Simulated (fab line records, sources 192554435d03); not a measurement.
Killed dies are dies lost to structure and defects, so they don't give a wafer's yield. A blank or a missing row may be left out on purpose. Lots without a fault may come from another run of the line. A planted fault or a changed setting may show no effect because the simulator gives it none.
A struck lot beside a sound one | flow n5_finfet | 15 steps out of a route of 1938
Sound: wafers L789.1, L789.3, L789.5. Struck: wafers L796.1, L796.3, L796.5. The cause comes at the end.
At each step with rows: each side's tool, then ch and its chambers, then its first start. Under that, the readings that differ: sound wafers | struck wafers | difference of the means | sigmas: that difference in standard deviations of wafers without a fault.
alike: readings whose means differ by less than 2 such deviations, and words and numbers that are the same on both sides. not compared: withheld readings, readings that some wafer has no value for, bounds like >300 that may hide the same value, and numbers for which the record gives no deviation and whose values overlap.
The two part at a step that has a row with sigmas, a row that says differs or no value, or rows on one side only. Numbers that don't overlap but have no deviation are shown without sigmas and don't part them. A reading that every wafer of one side lacks parts them only if that side has two wafers or more.

first, 8 steps without rows for these wafers: N5_BEOL_M2_COAT_62 (time 60 s, resist thk 12 nm); N5_BEOL_M2_COAT_73 (time 60 s, resist thk 5 nm); N5_BEOL_M2_COAT_05 (resist thk 30 nm); N5_BEOL_M2_EBR_07; N5_BEOL_M2_SOFTBAKE_06 (time 60 s); N5_BEOL_M2_EXPOSE_08 (exposes mask M2); N5_BEOL_M2_PEB_09 (peb time 60 s); N5_BEOL_M2_DEVELOP_10 (develop time 30 s).
N5_BEOL_M2_CD_MEAS_11: target cd 16.79 nm.
  sound on cd_sem-02 ch 0, day 6 15:41; struck on cd_sem-01 ch 0, day 8 20:32
  alike: cd_nm
N5_BEOL_M2_OVL_MEAS_12:
  sound on overlay-01 ch 0, day 6 15:43; struck on overlay-02 ch 0, day 8 20:34
  alike: M2_OVL
N5_BEOL_M2_INSPECT_13: inspects for defects (brightfield).
  sound on defect_inspect-02, day 6 15:47; struck on defect_inspect-01, day 8 20:37
  alike: raw_defect_count
N5_BEOL_M2_DESCUM_16: chemistry O2, time 7 s.
  sound on rie_diel-01 ch 0,1,2, day 6 15:49; struck on rie_diel-01 ch 0,1,2, day 8 20:39
  alike: drypump_motor_current_A, oes_product_au, rf_vpp_V, showerhead_plenum_p_Torr, throttle_valve_pct
  not compared: rf_hours_counter_h
N5_BEOL_M2_ETCH_74: etches underlayer in N2/H2, target depth 6.5 nm, time 5.2 s.
  sound on rie_diel-01 ch 0,1,2, day 6 15:51; struck on rie_diel-01 ch 0,1,2, day 8 20:41
  reading               | sound          | struck         | difference | sigmas
  etch_rf_on_time_s (s) | 5.23 5.28 5.28 | 7.26 7.12 7.19 | +1.93      | +25
  alike: drypump_motor_current_A, oes_product_au, rf_vpp_V, showerhead_plenum_p_Torr, throttle_valve_pct
  not compared: rf_hours_counter_h
N5_BEOL_M2_ETCH_63: etches SiARC in CF4, target depth 15.6 nm, time 26 s.
  sound on rie_diel-01 ch 0,1,2, day 6 15:52; struck on rie_diel-01 ch 0,1,2, day 8 20:42
  alike: cf4_flow_sccm, drypump_motor_current_A, etch_rf_on_time_s, oes_product_au, rf_vpp_V, showerhead_plenum_p_Torr, throttle_valve_pct
  not compared: rf_hours_counter_h
N5_BEOL_M4_RC_MEAS_101:
  sound on prober-01 ch 0, day 7 23:49; struck on prober-02 ch 0, day 10 02:19
  alike: DIBL_N, DIBL_P, IOFF_N, IOFF_P, ION_N, ION_P, SS_N, SS_P, VT_N, VT_P

WHERE THEY PART
Only at N5_BEOL_M2_ETCH_74, within this record. Later steps at which nothing parts them and some readings are alike: N5_BEOL_M2_ETCH_63, N5_BEOL_M4_RC_MEAS_101.

WHY: what the simulator had put in
Process parameter drift: rie_diel-01, from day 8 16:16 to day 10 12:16, at N5_BEOL_M2_ETCH_74. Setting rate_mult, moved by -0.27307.
